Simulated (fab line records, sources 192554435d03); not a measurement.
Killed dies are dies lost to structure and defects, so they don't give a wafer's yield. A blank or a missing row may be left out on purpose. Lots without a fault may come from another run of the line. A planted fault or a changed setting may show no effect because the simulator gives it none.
The tool behind it: which one? + flow n5Finfet + 31 wafers from 11 lots sampled at 6 of the route's 1938 steps

WHAT THE GAUGES READ, wafer by wafer
N5_BEOL_M4_RC_MEAS_101. Usual: DIBL_N 37.1 mV/V, standard deviation 1.8; DIBL_P 37.2 mV/V, standard deviation 2.1; IOFF_N 0.17 nA/um, standard deviation 0.033; IOFF_P 0.22 nA/um, standard deviation 0.037; ION_N 680 uA/um, standard deviation 11; ION_P 464 uA/um, standard deviation 7.7; SS_N 71.7 mV/dec, standard deviation 0.63; SS_P 73.6 mV/dec, standard deviation 0.67; VT_N 248.9 mV, standard deviation 2.9; VT_P -251 mV, standard deviation 3.6.
| lot  | measured     | on        | DIBL_N (mV/V)  | DIBL_P (mV/V)  | IOFF_N (nA/um) | IOFF_P (nA/um) | ION_N (uA/um) | ION_P (uA/um) | SS_N (mV/dec)  | SS_P (mV/dec)  | VT_N (mV)         | VT_P (mV)      | flag |
|------|--------------|-----------|----------------|----------------|----------------|----------------|---------------|---------------|----------------|----------------|-------------------|----------------|------|
| L872 | day 8 22:56  | prober-02 | 38.7 35.8 34.1 | 40.6 36.7 33.8 | 0.22 0.14 0.12 | 0.26 0.18 0.15 | 701 676 667   | 473 455 454   | 72.0 71.4 71.0 | 74.6 73.2 72.5 | 242.9 251.4 251.3 | -248 -256 -256 |      |
| L875 | day 9 19:16  | prober-02 | 36.6 37.9 38.8 | 35.3 38.5 38.1 | 0.14 0.18 0.19 | 0.16 0.22 0.21 | 663 684 681   | 449 464 463   | 72.0 72.4 71.7 | 72.9 74.1 74.2 | 253.8 248.7 249.6 | -254 -253 -253 |      |
| L869 | day 9 21:03  | prober-02 | 37.9 38.6 38.9 | 37.9 38.6 40.7 | 0.17 0.19 0.21 | 0.20 0.22 0.26 | 671 677 713   | 454 459 480   | 72.0 72.0 71.7 | 73.3 73.4 73.4 | 250.8 247.7 244.9 | -250 -249 -249 |      |
| L876 | day 10 00:10 | prober-01 | 38.2 38.0 37.1 | 39.4 37.8 36.8 | 0.22 0.20 0.18 | 0.31 0.29 0.26 | 697 686 680   | 481 479 466   | 72.4 72.1 72.2 | 74.2 73.6 73.5 | 245.5 245.1 246.5 | -244 -243 -247 |      |
| L877 | day 10 03:49 | prober-01 | 37.7 37.6 34.5 | 37.9 37.6 35.4 | 0.15 0.16 0.11 | 0.19 0.18 0.15 | 665 673 655   | 458 454 452   | 71.3 71.9 70.6 | 74.0 72.9 73.1 | 251.8 252.4 255.9 | -255 -257 -258 |      |
| L878 | day 10 19:17 | prober-01 | 35.6 38.3 34.8 | 35.8 37.0 34.9 | 0.15 0.19 0.14 | 0.20 0.23 0.19 | 675 691 678   | 466 470 464   | 71.2 71.7 70.5 | 73.9 73.9 72.2 | 249.1 249.9 250.8 | -251 -249 -254 |      |
| L879 | day 10 19:43 | prober-02 | 35.7 34.0      | 37.0 35.3      | 0.14 0.13      | 0.18 0.17      | 663 665       | 455 462       | 72.0 70.7      | 73.9 73.4      | 250.1 251.2       | -254 -255      |      |
| L881 | day 11 19:04 | prober-02 | 39.2 38.2      | 40.1 39.8      | 0.20 0.20      | 0.23 0.23      | 673 686       | 452 465       | 72.7 72.0      | 74.4 74.5      | 249.5 248.2       | -252 -250      |      |
| L882 | day 12 19:37 | prober-02 | 38.4 40.1 35.5 | 37.8 40.3 35.3 | 0.18 0.21 0.12 | 0.22 0.27 0.19 | 676 688 671   | 461 474 467   | 70.8 71.5 70.7 | 73.7 74.3 73.8 | 247.8 247.0 252.9 | -251 -247 -252 |      |
| L891 | day 14 10:52 | prober-02 | 39.5 40.7 37.4 | 39.0 38.9 35.8 | 0.18 0.21 0.16 | 0.24 0.24 0.20 | 664 678 680   | 463 461 461   | 71.9 73.2 71.3 | 73.9 74.5 73.8 | 249.3 247.9 250.8 | -248 -247 -250 |      |
| L892 | day 14 13:47 | prober-02 | 40.8 35.2 37.1 | 40.8 34.0 36.9 | 0.27 0.13 0.18 | 0.34 0.20 0.25 | 703 677 679   | 477 463 467   | 73.1 72.0 71.7 | 74.0 72.0 73.6 | 242.1 251.3 248.0 | -241 -248 -244 |      |

WHAT TOOL EACH LOT RAN ON (gives the tool, then ch and the chambers of the sampled wafers, and finally the start)
| lot  | N5_BEOL_M4_ANNEAL_49        | N5_BEOL_M4_SPUTTER_81       | N5_BEOL_M4_ANNEAL_89        | N5_BEOL_M4_ECD_50             | N5_BEOL_M4_CMP_52             |
|------|-----------------------------|-----------------------------|-----------------------------|-------------------------------|-------------------------------|
| L872 | pvdSputter-03, day 8 20:05  | pvdSputter-03, day 8 20:27  | pvdSputter-03, day 8 20:58  | ecdCu-01 ch 0,1, day 8 21:53  | cmp-03 ch 0,2, day 8 22:20    |
| L875 | pvdSputter-02, day 9 16:29  | pvdSputter-02, day 9 16:51  | pvdSputter-02, day 9 17:22  | ecdCu-02 ch 1, day 9 18:17    | cmp-04 ch 2,3, day 9 18:42    |
| L869 | pvdSputter-01, day 9 18:01  | pvdSputter-01, day 9 18:23  | pvdSputter-01, day 9 18:54  | ecdCu-01 ch 0,1, day 9 19:50  | cmp-03 ch 1,2, day 9 20:20    |
| L876 | pvdSputter-01, day 9 21:12  | pvdSputter-01, day 9 21:34  | pvdSputter-01, day 9 22:05  | ecdCu-01 ch 1, day 9 23:00    | cmp-03 ch 1,2, day 9 23:22    |
| L877 | pvdSputter-03, day 10 00:50 | pvdSputter-03, day 10 01:11 | pvdSputter-03, day 10 01:43 | ecdCu-01 ch 0,1, day 10 02:38 | cmp-03 ch 0,1,3, day 10 03:15 |
| L878 | pvdSputter-01, day 10 16:29 | pvdSputter-01, day 10 16:51 | pvdSputter-01, day 10 17:22 | ecdCu-01 ch 0,1, day 10 18:17 | cmp-03 ch 1,2,3, day 10 18:40 |
| L879 | pvdSputter-02, day 10 16:55 | pvdSputter-02, day 10 17:17 | pvdSputter-02, day 10 17:48 | ecdCu-01 ch 1, day 10 18:43   | cmp-03 ch 3, day 10 19:05     |
| L881 | pvdSputter-03, day 11 15:55 | pvdSputter-03, day 11 16:17 | pvdSputter-03, day 11 16:48 | ecdCu-01 ch 0,1, day 11 17:43 | cmp-03 ch 0,2, day 11 18:31   |
| L882 | pvdSputter-01, day 12 16:29 | pvdSputter-01, day 12 16:51 | pvdSputter-01, day 12 17:22 | ecdCu-02 ch 0,1, day 12 18:17 | cmp-01 ch 0,2, day 12 19:01   |
| L891 | pvdSputter-03, day 14 07:55 | pvdSputter-03, day 14 08:17 | pvdSputter-03, day 14 08:48 | ecdCu-02 ch 0,1, day 14 09:43 | cmp-03 ch 0,2,3, day 14 10:05 |
| L892 | pvdSputter-03, day 14 10:50 | pvdSputter-03, day 14 11:12 | pvdSputter-03, day 14 11:43 | ecdCu-02 ch 0,1, day 14 12:38 | cmp-03 ch 0,2, day 14 13:01   |
- N5_BEOL_M4_ANNEAL_49: time 240 s.
- N5_BEOL_M4_SPUTTER_81: material Cu, target thk 4.5 nm, time 8.29 s.
- N5_BEOL_M4_ANNEAL_89: time 240 s.
- N5_BEOL_M4_ECD_50: material Cu, target thk 300 nm.
- N5_BEOL_M4_CMP_52: polishes, stops on SiOC, t overpolish 6.8 s, target thk 40 nm.

AS READ BY THE TOOLS THEMSELVES (means over the sampled wafers that have a number; for cases with no such wafer, the mark the record gives instead)
N5_BEOL_M4_ANNEAL_49. Usual: 796 W for heaterPowerW, sd 74.
| lot  | tool          | heaterPowerW (W) | flag |
|------|---------------|------------------|------|
| L872 | pvdSputter-03 | 735              |      |
| L875 | pvdSputter-02 | 877              |      |
| L869 | pvdSputter-01 | 814              |      |
| L876 | pvdSputter-01 | 804              |      |
| L877 | pvdSputter-03 | 742              |      |
| L878 | pvdSputter-01 | 800              |      |
| L879 | pvdSputter-02 | 934              |      |
| L881 | pvdSputter-03 | 744              |      |
| L882 | pvdSputter-01 | 792              |      |
| L891 | pvdSputter-03 | 780              |      |
| L892 | pvdSputter-03 | 755              |      |

N5_BEOL_M4_SPUTTER_81. Usual: 29.8 % for throttleValvePct, sd 0.94.
| lot  | tool          | throttleValvePct (%) | flag |
|------|---------------|----------------------|------|
| L872 | pvdSputter-03 | 29.8                 |      |
| L875 | pvdSputter-02 | 29.2                 |      |
| L869 | pvdSputter-01 | 31.0                 |      |
| L876 | pvdSputter-01 | 30.6                 |      |
| L877 | pvdSputter-03 | 29.7                 |      |
| L878 | pvdSputter-01 | 30.2                 |      |
| L879 | pvdSputter-02 | 28.4                 |      |
| L881 | pvdSputter-03 | 30.2                 |      |
| L882 | pvdSputter-01 | 30.6                 |      |
| L891 | pvdSputter-03 | 29.5                 |      |
| L892 | pvdSputter-03 | 29.9                 |      |

N5_BEOL_M4_ANNEAL_89. Usual: 793 W for heaterPowerW, sd 71.
| lot  | tool          | heaterPowerW (W) | flag |
|------|---------------|------------------|------|
| L872 | pvdSputter-03 | 738              |      |
| L875 | pvdSputter-02 | 874              |      |
| L869 | pvdSputter-01 | 806              |      |
| L876 | pvdSputter-01 | 816              |      |
| L877 | pvdSputter-03 | 742              |      |
| L878 | pvdSputter-01 | 791              |      |
| L879 | pvdSputter-02 | 926              |      |
| L881 | pvdSputter-03 | 748              |      |
| L882 | pvdSputter-01 | 774              |      |
| L891 | pvdSputter-03 | 767              |      |
| L892 | pvdSputter-03 | 755              |      |

N5_BEOL_M4_CMP_52. Usual: motorCurrentA 6.0 A, standard deviation 0.4; timeToEndpointS 62 s, standard deviation 3.4.
| lot  | tool   | motorCurrentA (A) | timeToEndpointS (s) | flag |
|------|--------|-------------------|---------------------|------|
| L872 | cmp-03 | 5.9               | 59                  |      |
| L875 | cmp-04 | 6.5               | 60                  |      |
| L869 | cmp-03 | 6.2               | 63                  |      |
| L876 | cmp-03 | 6.2               | 63                  |      |
| L877 | cmp-03 | 5.6               | 62                  |      |
| L878 | cmp-03 | 5.9               | 45                  | OFF  |
| L879 | cmp-03 | 5.8               | 46                  | OFF  |
| L881 | cmp-03 | 6.2               | 50                  | OFF  |
| L882 | cmp-01 | 6.0               | 62                  |      |
| L891 | cmp-03 | 5.8               | 66                  |      |
| L892 | cmp-03 | 6.0               | 65                  |      |

THE ANSWER, worked out from the rows above alone
Rule: a lot is off if the mean of its wafers that have a number lies more than 3 standard deviations from the usual mean. A lot without any number at a reading at which 4 lots or more have one is off too. Where the step has rows for the other lots, those lots are counted as sound. Order of review: gauges by route order, followed by the tools' own readings, for which a lot's mean as printed above is used. The first step at which some lot is off is used, and at that step the reading that is off furthest; a lot without a number counts as furthest.
Off at N5_BEOL_M4_CMP_52 (timeToEndpointS): L878, L879, L881.
A tool fits if, at that step or a process step before it, it ran every lot that is off, and no sound lot after the first of them. One fits: N5_BEOL_M4_ECD_50 on ecdCu-01. Its last sound lot is L877 (day 10 02:38), its first lot that is off L878 (day 10 18:17): a fault that began between those two fits.

WHAT WAS PUT IN BY THE SIMULATOR
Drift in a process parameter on ecdCu-01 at N5_BEOL_M4_ECD_50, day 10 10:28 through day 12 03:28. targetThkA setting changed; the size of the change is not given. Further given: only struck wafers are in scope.
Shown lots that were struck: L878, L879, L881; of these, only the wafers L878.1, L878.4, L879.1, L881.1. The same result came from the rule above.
